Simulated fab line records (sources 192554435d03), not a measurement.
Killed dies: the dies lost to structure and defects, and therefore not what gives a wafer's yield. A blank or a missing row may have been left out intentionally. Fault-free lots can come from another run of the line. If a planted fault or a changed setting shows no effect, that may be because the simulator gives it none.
What tool caused it? / flow n5_finfet / 24 lots, 72 wafers sampled, at 6 steps of a route of 1938

== WHAT THE GAUGES SHOWED, per wafer ==
Not one reading of a measure or inspect step in the record can be checked against a usual standard deviation.

== WHICH TOOL RAN EACH LOT (tool, then ch and the chambers of the sampled wafers, then the start) ==
lot=L074; N5_BEOL_M4_SPUTTER_48=pvd_sputter-02, day 7 17:02; N5_BEOL_M4_SPUTTER_86=pvd_sputter-02, day 7 17:42; N5_BEOL_M4_ANNEAL_89=pvd_sputter-02, day 7 18:00; N5_BEOL_M4_ANNEAL_91=pvd_sputter-02, day 7 18:13; N5_BEOL_M4_SPUTTER_92=pvd_sputter-02, day 7 18:22; N5_BEOL_M4_ANNEAL_95=pvd_sputter-02, day 7 18:40
lot=L075; N5_BEOL_M4_SPUTTER_48=pvd_sputter-03, day 7 22:26; N5_BEOL_M4_SPUTTER_86=pvd_sputter-03, day 7 23:06; N5_BEOL_M4_ANNEAL_89=pvd_sputter-03, day 7 23:24; N5_BEOL_M4_ANNEAL_91=pvd_sputter-03, day 7 23:37; N5_BEOL_M4_SPUTTER_92=pvd_sputter-03, day 7 23:46; N5_BEOL_M4_ANNEAL_95=pvd_sputter-03, day 8 00:04
lot=L076; N5_BEOL_M4_SPUTTER_48=pvd_sputter-03, day 8 04:18; N5_BEOL_M4_SPUTTER_86=pvd_sputter-03, day 8 04:58; N5_BEOL_M4_ANNEAL_89=pvd_sputter-03, day 8 05:16; N5_BEOL_M4_ANNEAL_91=pvd_sputter-03, day 8 05:29; N5_BEOL_M4_SPUTTER_92=pvd_sputter-03, day 8 05:37; N5_BEOL_M4_ANNEAL_95=pvd_sputter-03, day 8 05:55
lot=L077; N5_BEOL_M4_SPUTTER_48=pvd_sputter-01, day 8 15:52; N5_BEOL_M4_SPUTTER_86=pvd_sputter-01, day 8 16:31; N5_BEOL_M4_ANNEAL_89=pvd_sputter-01, day 8 16:49; N5_BEOL_M4_ANNEAL_91=pvd_sputter-01, day 8 17:02; N5_BEOL_M4_SPUTTER_92=pvd_sputter-01, day 8 17:11; N5_BEOL_M4_ANNEAL_95=pvd_sputter-01, day 8 17:29
lot=L078; N5_BEOL_M4_SPUTTER_48=pvd_sputter-01, day 8 20:11; N5_BEOL_M4_SPUTTER_86=pvd_sputter-01, day 8 20:50; N5_BEOL_M4_ANNEAL_89=pvd_sputter-01, day 8 21:08; N5_BEOL_M4_ANNEAL_91=pvd_sputter-01, day 8 21:22; N5_BEOL_M4_SPUTTER_92=pvd_sputter-01, day 8 21:30; N5_BEOL_M4_ANNEAL_95=pvd_sputter-01, day 8 21:48
lot=L080; N5_BEOL_M4_SPUTTER_48=pvd_sputter-02, day 9 09:26; N5_BEOL_M4_SPUTTER_86=pvd_sputter-02, day 9 10:06; N5_BEOL_M4_ANNEAL_89=pvd_sputter-02, day 9 10:24; N5_BEOL_M4_ANNEAL_91=pvd_sputter-02, day 9 10:37; N5_BEOL_M4_SPUTTER_92=pvd_sputter-02, day 9 10:46; N5_BEOL_M4_ANNEAL_95=pvd_sputter-02, day 9 11:04
lot=L079; N5_BEOL_M4_SPUTTER_48=pvd_sputter-03, day 9 09:44; N5_BEOL_M4_SPUTTER_86=pvd_sputter-03, day 9 10:23; N5_BEOL_M4_ANNEAL_89=pvd_sputter-03, day 9 10:41; N5_BEOL_M4_ANNEAL_91=pvd_sputter-03, day 9 10:55; N5_BEOL_M4_SPUTTER_92=pvd_sputter-03, day 9 11:03; N5_BEOL_M4_ANNEAL_95=pvd_sputter-03, day 9 11:21
lot=L081; N5_BEOL_M4_SPUTTER_48=pvd_sputter-01, day 9 14:13; N5_BEOL_M4_SPUTTER_86=pvd_sputter-01, day 9 14:52; N5_BEOL_M4_ANNEAL_89=pvd_sputter-01, day 9 15:10; N5_BEOL_M4_ANNEAL_91=pvd_sputter-01, day 9 15:23; N5_BEOL_M4_SPUTTER_92=pvd_sputter-01, day 9 15:32; N5_BEOL_M4_ANNEAL_95=pvd_sputter-01, day 9 15:50
lot=L082; N5_BEOL_M4_SPUTTER_48=pvd_sputter-01, day 10 01:03; N5_BEOL_M4_SPUTTER_86=pvd_sputter-01, day 10 01:43; N5_BEOL_M4_ANNEAL_89=pvd_sputter-01, day 10 02:01; N5_BEOL_M4_ANNEAL_91=pvd_sputter-01, day 10 02:14; N5_BEOL_M4_SPUTTER_92=pvd_sputter-01, day 10 02:22; N5_BEOL_M4_ANNEAL_95=pvd_sputter-01, day 10 02:40
lot=L083; N5_BEOL_M4_SPUTTER_48=pvd_sputter-02, day 10 01:07; N5_BEOL_M4_SPUTTER_86=pvd_sputter-02, day 10 01:46; N5_BEOL_M4_ANNEAL_89=pvd_sputter-02, day 10 02:04; N5_BEOL_M4_ANNEAL_91=pvd_sputter-02, day 10 02:17; N5_BEOL_M4_SPUTTER_92=pvd_sputter-02, day 10 02:26; N5_BEOL_M4_ANNEAL_95=pvd_sputter-02, day 10 02:44
lot=L084; N5_BEOL_M4_SPUTTER_48=pvd_sputter-03, day 10 14:56; N5_BEOL_M4_SPUTTER_86=pvd_sputter-03, day 10 15:36; N5_BEOL_M4_ANNEAL_89=pvd_sputter-03, day 10 15:54; N5_BEOL_M4_ANNEAL_91=pvd_sputter-03, day 10 16:07; N5_BEOL_M4_SPUTTER_92=pvd_sputter-03, day 10 16:16; N5_BEOL_M4_ANNEAL_95=pvd_sputter-03, day 10 16:34
lot=L085; N5_BEOL_M4_SPUTTER_48=pvd_sputter-02, day 10 17:22; N5_BEOL_M4_SPUTTER_86=pvd_sputter-02, day 10 18:01; N5_BEOL_M4_ANNEAL_89=pvd_sputter-02, day 10 18:19; N5_BEOL_M4_ANNEAL_91=pvd_sputter-02, day 10 18:32; N5_BEOL_M4_SPUTTER_92=pvd_sputter-02, day 10 18:41; N5_BEOL_M4_ANNEAL_95=pvd_sputter-02, day 10 18:59
lot=L086; N5_BEOL_M4_SPUTTER_48=pvd_sputter-02, day 10 19:12; N5_BEOL_M4_SPUTTER_86=pvd_sputter-02, day 10 19:52; N5_BEOL_M4_ANNEAL_89=pvd_sputter-02, day 10 20:10; N5_BEOL_M4_ANNEAL_91=pvd_sputter-02, day 10 20:23; N5_BEOL_M4_SPUTTER_92=pvd_sputter-02, day 10 20:31; N5_BEOL_M4_ANNEAL_95=pvd_sputter-02, day 10 20:49
lot=L087; N5_BEOL_M4_SPUTTER_48=pvd_sputter-03, day 10 19:25; N5_BEOL_M4_SPUTTER_86=pvd_sputter-03, day 10 20:05; N5_BEOL_M4_ANNEAL_89=pvd_sputter-03, day 10 20:23; N5_BEOL_M4_ANNEAL_91=pvd_sputter-03, day 10 20:36; N5_BEOL_M4_SPUTTER_92=pvd_sputter-03, day 10 20:44; N5_BEOL_M4_ANNEAL_95=pvd_sputter-03, day 10 21:02
lot=L088; N5_BEOL_M4_SPUTTER_48=pvd_sputter-01, day 11 01:03; N5_BEOL_M4_SPUTTER_86=pvd_sputter-01, day 11 01:43; N5_BEOL_M4_ANNEAL_89=pvd_sputter-01, day 11 02:01; N5_BEOL_M4_ANNEAL_91=pvd_sputter-01, day 11 02:14; N5_BEOL_M4_SPUTTER_92=pvd_sputter-01, day 11 02:22; N5_BEOL_M4_ANNEAL_95=pvd_sputter-01, day 11 02:40
lot=L089; N5_BEOL_M4_SPUTTER_48=pvd_sputter-03, day 11 21:58; N5_BEOL_M4_SPUTTER_86=pvd_sputter-03, day 11 22:38; N5_BEOL_M4_ANNEAL_89=pvd_sputter-03, day 11 22:56; N5_BEOL_M4_ANNEAL_91=pvd_sputter-03, day 11 23:09; N5_BEOL_M4_SPUTTER_92=pvd_sputter-03, day 11 23:17; N5_BEOL_M4_ANNEAL_95=pvd_sputter-03, day 11 23:35
lot=L090; N5_BEOL_M4_SPUTTER_48=pvd_sputter-03, day 12 01:01; N5_BEOL_M4_SPUTTER_86=pvd_sputter-03, day 12 01:41; N5_BEOL_M4_ANNEAL_89=pvd_sputter-03, day 12 01:59; N5_BEOL_M4_ANNEAL_91=pvd_sputter-03, day 12 02:12; N5_BEOL_M4_SPUTTER_92=pvd_sputter-03, day 12 02:20; N5_BEOL_M4_ANNEAL_95=pvd_sputter-03, day 12 02:38
lot=L091; N5_BEOL_M4_SPUTTER_48=pvd_sputter-02, day 12 01:10; N5_BEOL_M4_SPUTTER_86=pvd_sputter-02, day 12 01:49; N5_BEOL_M4_ANNEAL_89=pvd_sputter-02, day 12 02:07; N5_BEOL_M4_ANNEAL_91=pvd_sputter-02, day 12 02:20; N5_BEOL_M4_SPUTTER_92=pvd_sputter-02, day 12 02:29; N5_BEOL_M4_ANNEAL_95=pvd_sputter-02, day 12 02:47
lot=L092; N5_BEOL_M4_SPUTTER_48=pvd_sputter-02, day 12 19:28; N5_BEOL_M4_SPUTTER_86=pvd_sputter-02, day 12 20:08; N5_BEOL_M4_ANNEAL_89=pvd_sputter-02, day 12 20:26; N5_BEOL_M4_ANNEAL_91=pvd_sputter-02, day 12 20:39; N5_BEOL_M4_SPUTTER_92=pvd_sputter-02, day 12 20:47; N5_BEOL_M4_ANNEAL_95=pvd_sputter-02, day 12 21:05
lot=L095; N5_BEOL_M4_SPUTTER_48=pvd_sputter-02, day 13 03:26; N5_BEOL_M4_SPUTTER_86=pvd_sputter-02, day 13 04:06; N5_BEOL_M4_ANNEAL_89=pvd_sputter-02, day 13 04:24; N5_BEOL_M4_ANNEAL_91=pvd_sputter-02, day 13 04:37; N5_BEOL_M4_SPUTTER_92=pvd_sputter-02, day 13 04:46; N5_BEOL_M4_ANNEAL_95=pvd_sputter-02, day 13 05:04
lot=L093; N5_BEOL_M4_SPUTTER_48=pvd_sputter-01, day 13 07:01; N5_BEOL_M4_SPUTTER_86=pvd_sputter-01, day 13 07:40; N5_BEOL_M4_ANNEAL_89=pvd_sputter-01, day 13 07:58; N5_BEOL_M4_ANNEAL_91=pvd_sputter-01, day 13 08:11; N5_BEOL_M4_SPUTTER_92=pvd_sputter-01, day 13 08:20; N5_BEOL_M4_ANNEAL_95=pvd_sputter-01, day 13 08:38
lot=L094; N5_BEOL_M4_SPUTTER_48=pvd_sputter-02, day 13 10:12; N5_BEOL_M4_SPUTTER_86=pvd_sputter-02, day 13 10:52; N5_BEOL_M4_ANNEAL_89=pvd_sputter-02, day 13 11:10; N5_BEOL_M4_ANNEAL_91=pvd_sputter-02, day 13 11:23; N5_BEOL_M4_SPUTTER_92=pvd_sputter-02, day 13 11:31; N5_BEOL_M4_ANNEAL_95=pvd_sputter-02, day 13 11:49
lot=L097; N5_BEOL_M4_SPUTTER_48=pvd_sputter-01, day 13 10:59; N5_BEOL_M4_SPUTTER_86=pvd_sputter-01, day 13 11:38; N5_BEOL_M4_ANNEAL_89=pvd_sputter-01, day 13 11:56; N5_BEOL_M4_ANNEAL_91=pvd_sputter-01, day 13 12:10; N5_BEOL_M4_SPUTTER_92=pvd_sputter-01, day 13 12:18; N5_BEOL_M4_ANNEAL_95=pvd_sputter-01, day 13 12:36
lot=L096; N5_BEOL_M4_SPUTTER_48=pvd_sputter-02, day 13 12:23; N5_BEOL_M4_SPUTTER_86=pvd_sputter-02, day 13 13:02; N5_BEOL_M4_ANNEAL_89=pvd_sputter-02, day 13 13:20; N5_BEOL_M4_ANNEAL_91=pvd_sputter-02, day 13 13:34; N5_BEOL_M4_SPUTTER_92=pvd_sputter-02, day 13 13:42; N5_BEOL_M4_ANNEAL_95=pvd_sputter-02, day 13 14:00
- N5_BEOL_M4_SPUTTER_48: material Cu, target thk 4.5 nm, time 8.29 s.
- N5_BEOL_M4_SPUTTER_86: material Cu, target thk 4.5 nm, time 8.29 s.
- N5_BEOL_M4_ANNEAL_89: time 240 s.
- N5_BEOL_M4_ANNEAL_91: time 240 s.
- N5_BEOL_M4_SPUTTER_92: material Cu, target thk 4.5 nm, time 8.29 s.
- N5_BEOL_M4_ANNEAL_95: time 240 s.

== AS READ BY THE TOOLS THEMSELVES (means over the sampled wafers that have a number; for cases with no such wafer, the mark the record gives instead) ==
N5_BEOL_M4_SPUTTER_48. Usual: chuck_sensor_temp_C -16.0 C, standard deviation 0.42; throttle_valve_pct 30.3 %, standard deviation 0.66.
lot=L074; tool=pvd_sputter-02; chuck_sensor_temp_C (C)=-16.0; throttle_valve_pct (%)=30.3; flag=
lot=L075; tool=pvd_sputter-03; chuck_sensor_temp_C (C)=-16.0; throttle_valve_pct (%)=29.6; flag=
lot=L076; tool=pvd_sputter-03; chuck_sensor_temp_C (C)=-15.7; throttle_valve_pct (%)=30.5; flag=
lot=L077; tool=pvd_sputter-01; chuck_sensor_temp_C (C)=-16.0; throttle_valve_pct (%)=30.0; flag=
lot=L078; tool=pvd_sputter-01; chuck_sensor_temp_C (C)=-15.9; throttle_valve_pct (%)=29.8; flag=
lot=L080; tool=pvd_sputter-02; chuck_sensor_temp_C (C)=-16.2; throttle_valve_pct (%)=30.7; flag=
lot=L079; tool=pvd_sputter-03; chuck_sensor_temp_C (C)=-15.9; throttle_valve_pct (%)=30.3; flag=
lot=L081; tool=pvd_sputter-01; chuck_sensor_temp_C (C)=-16.2; throttle_valve_pct (%)=29.8; flag=
lot=L082; tool=pvd_sputter-01; chuck_sensor_temp_C (C)=-16.4; throttle_valve_pct (%)=29.7; flag=
lot=L083; tool=pvd_sputter-02; chuck_sensor_temp_C (C)=-16.2; throttle_valve_pct (%)=31.1; flag=
lot=L084; tool=pvd_sputter-03; chuck_sensor_temp_C (C)=-15.9; throttle_valve_pct (%)=30.5; flag=
lot=L085; tool=pvd_sputter-02; chuck_sensor_temp_C (C)=-16.0; throttle_valve_pct (%)=30.9; flag=
lot=L086; tool=pvd_sputter-02; chuck_sensor_temp_C (C)=-16.0; throttle_valve_pct (%)=30.6; flag=
lot=L087; tool=pvd_sputter-03; chuck_sensor_temp_C (C)=-16.0; throttle_valve_pct (%)=30.4; flag=
lot=L088; tool=pvd_sputter-01; chuck_sensor_temp_C (C)=-16.2; throttle_valve_pct (%)=30.0; flag=
lot=L089; tool=pvd_sputter-03; chuck_sensor_temp_C (C)=-15.7; throttle_valve_pct (%)=30.7; flag=
lot=L090; tool=pvd_sputter-03; chuck_sensor_temp_C (C)=-15.6; throttle_valve_pct (%)=29.6; flag=
lot=L091; tool=pvd_sputter-02; chuck_sensor_temp_C (C)=-16.6; throttle_valve_pct (%)=30.7; flag=
lot=L092; tool=pvd_sputter-02; chuck_sensor_temp_C (C)=-16.0; throttle_valve_pct (%)=30.4; flag=
lot=L095; tool=pvd_sputter-02; chuck_sensor_temp_C (C)=-16.0; throttle_valve_pct (%)=30.2; flag=
lot=L093; tool=pvd_sputter-01; chuck_sensor_temp_C (C)=-16.3; throttle_valve_pct (%)=29.8; flag=
lot=L094; tool=pvd_sputter-02; chuck_sensor_temp_C (C)=-16.0; throttle_valve_pct (%)=29.9; flag=
lot=L097; tool=pvd_sputter-01; chuck_sensor_temp_C (C)=-16.0; throttle_valve_pct (%)=29.9; flag=
lot=L096; tool=pvd_sputter-02; chuck_sensor_temp_C (C)=-16.4; throttle_valve_pct (%)=30.8; flag=

N5_BEOL_M4_SPUTTER_86. Usual: chuck_sensor_temp_C -16.0 C, standard deviation 0.43; throttle_valve_pct 30.3 %, standard deviation 0.65.
lot=L074; tool=pvd_sputter-02; chuck_sensor_temp_C (C)=-16.2; throttle_valve_pct (%)=30.0; flag=
lot=L075; tool=pvd_sputter-03; chuck_sensor_temp_C (C)=-16.0; throttle_valve_pct (%)=29.5; flag=
lot=L076; tool=pvd_sputter-03; chuck_sensor_temp_C (C)=-15.7; throttle_valve_pct (%)=30.3; flag=
lot=L077; tool=pvd_sputter-01; chuck_sensor_temp_C (C)=-16.1; throttle_valve_pct (%)=30.1; flag=
lot=L078; tool=pvd_sputter-01; chuck_sensor_temp_C (C)=-15.9; throttle_valve_pct (%)=29.8; flag=
lot=L080; tool=pvd_sputter-02; chuck_sensor_temp_C (C)=-16.1; throttle_valve_pct (%)=30.6; flag=
lot=L079; tool=pvd_sputter-03; chuck_sensor_temp_C (C)=-16.0; throttle_valve_pct (%)=30.5; flag=
lot=L081; tool=pvd_sputter-01; chuck_sensor_temp_C (C)=-16.2; throttle_valve_pct (%)=29.9; flag=
lot=L082; tool=pvd_sputter-01; chuck_sensor_temp_C (C)=-16.4; throttle_valve_pct (%)=29.8; flag=
lot=L083; tool=pvd_sputter-02; chuck_sensor_temp_C (C)=-16.4; throttle_valve_pct (%)=31.1; flag=
lot=L084; tool=pvd_sputter-03; chuck_sensor_temp_C (C)=-16.0; throttle_valve_pct (%)=30.4; flag=
lot=L085; tool=pvd_sputter-02; chuck_sensor_temp_C (C)=-16.0; throttle_valve_pct (%)=30.9; flag=
lot=L086; tool=pvd_sputter-02; chuck_sensor_temp_C (C)=-16.0; throttle_valve_pct (%)=30.6; flag=
lot=L087; tool=pvd_sputter-03; chuck_sensor_temp_C (C)=-16.0; throttle_valve_pct (%)=30.6; flag=
lot=L088; tool=pvd_sputter-01; chuck_sensor_temp_C (C)=-16.2; throttle_valve_pct (%)=29.8; flag=
lot=L089; tool=pvd_sputter-03; chuck_sensor_temp_C (C)=-15.8; throttle_valve_pct (%)=30.6; flag=
lot=L090; tool=pvd_sputter-03; chuck_sensor_temp_C (C)=-15.7; throttle_valve_pct (%)=29.8; flag=
lot=L091; tool=pvd_sputter-02; chuck_sensor_temp_C (C)=-16.6; throttle_valve_pct (%)=30.7; flag=
lot=L092; tool=pvd_sputter-02; chuck_sensor_temp_C (C)=-16.0; throttle_valve_pct (%)=30.5; flag=
lot=L095; tool=pvd_sputter-02; chuck_sensor_temp_C (C)=-16.2; throttle_valve_pct (%)=30.3; flag=
lot=L093; tool=pvd_sputter-01; chuck_sensor_temp_C (C)=-16.1; throttle_valve_pct (%)=30.0; flag=
lot=L094; tool=pvd_sputter-02; chuck_sensor_temp_C (C)=-16.1; throttle_valve_pct (%)=30.0; flag=
lot=L097; tool=pvd_sputter-01; chuck_sensor_temp_C (C)=-16.0; throttle_valve_pct (%)=30.2; flag=
lot=L096; tool=pvd_sputter-02; chuck_sensor_temp_C (C)=-16.4; throttle_valve_pct (%)=30.6; flag=

N5_BEOL_M4_ANNEAL_89. Usual: heater_power_w 823 W, standard deviation 100.
lot=L074; tool=pvd_sputter-02; heater_power_w (W)=827; flag=
lot=L075; tool=pvd_sputter-03; heater_power_w (W)=950; flag=
lot=L076; tool=pvd_sputter-03; heater_power_w (W)=820; flag=
lot=L077; tool=pvd_sputter-01; heater_power_w (W)=863; flag=
lot=L078; tool=pvd_sputter-01; heater_power_w (W)=821; flag=
lot=L080; tool=pvd_sputter-02; heater_power_w (W)=725; flag=
lot=L079; tool=pvd_sputter-03; heater_power_w (W)=794; flag=
lot=L081; tool=pvd_sputter-01; heater_power_w (W)=784; flag=
lot=L082; tool=pvd_sputter-01; heater_power_w (W)=788; flag=
lot=L083; tool=pvd_sputter-02; heater_power_w (W)=843; flag=
lot=L084; tool=pvd_sputter-03; heater_power_w (W)=809; flag=
lot=L085; tool=pvd_sputter-02; heater_power_w (W)=789; flag=
lot=L086; tool=pvd_sputter-02; heater_power_w (W)=777; flag=
lot=L087; tool=pvd_sputter-03; heater_power_w (W)=799; flag=
lot=L088; tool=pvd_sputter-01; heater_power_w (W)=770; flag=
lot=L089; tool=pvd_sputter-03; heater_power_w (W)=766; flag=
lot=L090; tool=pvd_sputter-03; heater_power_w (W)=903; flag=
lot=L091; tool=pvd_sputter-02; heater_power_w (W)=905; flag=
lot=L092; tool=pvd_sputter-02; heater_power_w (W)=764; flag=
lot=L095; tool=pvd_sputter-02; heater_power_w (W)=818; flag=
lot=L093; tool=pvd_sputter-01; heater_power_w (W)=774; flag=
lot=L094; tool=pvd_sputter-02; heater_power_w (W)=853; flag=
lot=L097; tool=pvd_sputter-01; heater_power_w (W)=864; flag=
lot=L096; tool=pvd_sputter-02; heater_power_w (W)=826; flag=

N5_BEOL_M4_ANNEAL_91. Usual: heater_power_w 822 W, standard deviation 100.
lot=L074; tool=pvd_sputter-02; heater_power_w (W)=844; flag=
lot=L075; tool=pvd_sputter-03; heater_power_w (W)=944; flag=
lot=L076; tool=pvd_sputter-03; heater_power_w (W)=827; flag=
lot=L077; tool=pvd_sputter-01; heater_power_w (W)=855; flag=
lot=L078; tool=pvd_sputter-01; heater_power_w (W)=829; flag=
lot=L080; tool=pvd_sputter-02; heater_power_w (W)=733; flag=
lot=L079; tool=pvd_sputter-03; heater_power_w (W)=810; flag=
lot=L081; tool=pvd_sputter-01; heater_power_w (W)=766; flag=
lot=L082; tool=pvd_sputter-01; heater_power_w (W)=769; flag=
lot=L083; tool=pvd_sputter-02; heater_power_w (W)=852; flag=
lot=L084; tool=pvd_sputter-03; heater_power_w (W)=802; flag=
lot=L085; tool=pvd_sputter-02; heater_power_w (W)=794; flag=
lot=L086; tool=pvd_sputter-02; heater_power_w (W)=773; flag=
lot=L087; tool=pvd_sputter-03; heater_power_w (W)=801; flag=
lot=L088; tool=pvd_sputter-01; heater_power_w (W)=765; flag=
lot=L089; tool=pvd_sputter-03; heater_power_w (W)=761; flag=
lot=L090; tool=pvd_sputter-03; heater_power_w (W)=900; flag=
lot=L091; tool=pvd_sputter-02; heater_power_w (W)=906; flag=
lot=L092; tool=pvd_sputter-02; heater_power_w (W)=753; flag=
lot=L095; tool=pvd_sputter-02; heater_power_w (W)=834; flag=
lot=L093; tool=pvd_sputter-01; heater_power_w (W)=776; flag=
lot=L094; tool=pvd_sputter-02; heater_power_w (W)=855; flag=
lot=L097; tool=pvd_sputter-01; heater_power_w (W)=861; flag=
lot=L096; tool=pvd_sputter-02; heater_power_w (W)=813; flag=

N5_BEOL_M4_SPUTTER_92. Usual: chuck_sensor_temp_C -16.0 C, standard deviation 0.41; throttle_valve_pct 30.3 %, standard deviation 0.67.
lot=L074; tool=pvd_sputter-02; chuck_sensor_temp_C (C)=-16.3; throttle_valve_pct (%)=30.0; flag=
lot=L075; tool=pvd_sputter-03; chuck_sensor_temp_C (C)=-16.0; throttle_valve_pct (%)=29.6; flag=
lot=L076; tool=pvd_sputter-03; chuck_sensor_temp_C (C)=-15.8; throttle_valve_pct (%)=30.4; flag=
lot=L077; tool=pvd_sputter-01; chuck_sensor_temp_C (C)=-16.0; throttle_valve_pct (%)=30.0; flag=
lot=L078; tool=pvd_sputter-01; chuck_sensor_temp_C (C)=-15.9; throttle_valve_pct (%)=29.7; flag=
lot=L080; tool=pvd_sputter-02; chuck_sensor_temp_C (C)=-16.1; throttle_valve_pct (%)=30.6; flag=
lot=L079; tool=pvd_sputter-03; chuck_sensor_temp_C (C)=-15.9; throttle_valve_pct (%)=30.5; flag=
lot=L081; tool=pvd_sputter-01; chuck_sensor_temp_C (C)=-16.2; throttle_valve_pct (%)=29.8; flag=
lot=L082; tool=pvd_sputter-01; chuck_sensor_temp_C (C)=-16.3; throttle_valve_pct (%)=29.6; flag=
lot=L083; tool=pvd_sputter-02; chuck_sensor_temp_C (C)=-16.3; throttle_valve_pct (%)=31.2; flag=
lot=L084; tool=pvd_sputter-03; chuck_sensor_temp_C (C)=-15.9; throttle_valve_pct (%)=30.6; flag=
lot=L085; tool=pvd_sputter-02; chuck_sensor_temp_C (C)=-16.0; throttle_valve_pct (%)=30.7; flag=
lot=L086; tool=pvd_sputter-02; chuck_sensor_temp_C (C)=-16.0; throttle_valve_pct (%)=30.4; flag=
lot=L087; tool=pvd_sputter-03; chuck_sensor_temp_C (C)=-16.0; throttle_valve_pct (%)=30.5; flag=
lot=L088; tool=pvd_sputter-01; chuck_sensor_temp_C (C)=-16.2; throttle_valve_pct (%)=29.8; flag=
lot=L089; tool=pvd_sputter-03; chuck_sensor_temp_C (C)=-15.8; throttle_valve_pct (%)=30.7; flag=
lot=L090; tool=pvd_sputter-03; chuck_sensor_temp_C (C)=-15.7; throttle_valve_pct (%)=29.8; flag=
lot=L091; tool=pvd_sputter-02; chuck_sensor_temp_C (C)=-16.5; throttle_valve_pct (%)=30.7; flag=
lot=L092; tool=pvd_sputter-02; chuck_sensor_temp_C (C)=-16.0; throttle_valve_pct (%)=30.4; flag=
lot=L095; tool=pvd_sputter-02; chuck_sensor_temp_C (C)=-16.1; throttle_valve_pct (%)=30.2; flag=
lot=L093; tool=pvd_sputter-01; chuck_sensor_temp_C (C)=-16.2; throttle_valve_pct (%)=29.9; flag=
lot=L094; tool=pvd_sputter-02; chuck_sensor_temp_C (C)=-16.1; throttle_valve_pct (%)=30.1; flag=
lot=L097; tool=pvd_sputter-01; chuck_sensor_temp_C (C)=-16.0; throttle_valve_pct (%)=30.0; flag=
lot=L096; tool=pvd_sputter-02; chuck_sensor_temp_C (C)=-16.3; throttle_valve_pct (%)=30.7; flag=

N5_BEOL_M4_ANNEAL_95. Usual: heater_power_w 825 W, standard deviation 110.
lot=L074; tool=pvd_sputter-02; heater_power_w (W)=823; flag=
lot=L075; tool=pvd_sputter-03; heater_power_w (W)=943; flag=
lot=L076; tool=pvd_sputter-03; heater_power_w (W)=840; flag=
lot=L077; tool=pvd_sputter-01; heater_power_w (W)=864; flag=
lot=L078; tool=pvd_sputter-01; heater_power_w (W)=840; flag=
lot=L080; tool=pvd_sputter-02; heater_power_w (W)=727; flag=
lot=L079; tool=pvd_sputter-03; heater_power_w (W)=803; flag=
lot=L081; tool=pvd_sputter-01; heater_power_w (W)=788; flag=
lot=L082; tool=pvd_sputter-01; heater_power_w (W)=768; flag=
lot=L083; tool=pvd_sputter-02; heater_power_w (W)=859; flag=
lot=L084; tool=pvd_sputter-03; heater_power_w (W)=811; flag=
lot=L085; tool=pvd_sputter-02; heater_power_w (W)=792; flag=
lot=L086; tool=pvd_sputter-02; heater_power_w (W)=756; flag=
lot=L087; tool=pvd_sputter-03; heater_power_w (W)=808; flag=
lot=L088; tool=pvd_sputter-01; heater_power_w (W)=769; flag=
lot=L089; tool=pvd_sputter-03; heater_power_w (W)=767; flag=
lot=L090; tool=pvd_sputter-03; heater_power_w (W)=920; flag=
lot=L091; tool=pvd_sputter-02; heater_power_w (W)=912; flag=
lot=L092; tool=pvd_sputter-02; heater_power_w (W)=771; flag=
lot=L095; tool=pvd_sputter-02; heater_power_w (W)=830; flag=
lot=L093; tool=pvd_sputter-01; heater_power_w (W)=762; flag=
lot=L094; tool=pvd_sputter-02; heater_power_w (W)=841; flag=
lot=L097; tool=pvd_sputter-01; heater_power_w (W)=862; flag=
lot=L096; tool=pvd_sputter-02; heater_power_w (W)=827; flag=

== THE ANSWER, worked out from the rows above alone ==
Rule: a lot counts as off when the mean over its wafers that have a number is more than 3 standard deviations away from the usual mean. Also off: a lot with no number at a reading for which 4 or more lots have one. The other lots that the step has rows for count as sound. Order of review: gauges by route order, followed by the tools' own readings, for which a lot's mean as printed above is used. The first step at which some lot is off is used, and at that step the reading that is off furthest; a lot without a number counts as furthest.
Nothing can be told from this: no lot is off at any reading shown.

== WHAT THE SIMULATOR HAD PUT IN ==
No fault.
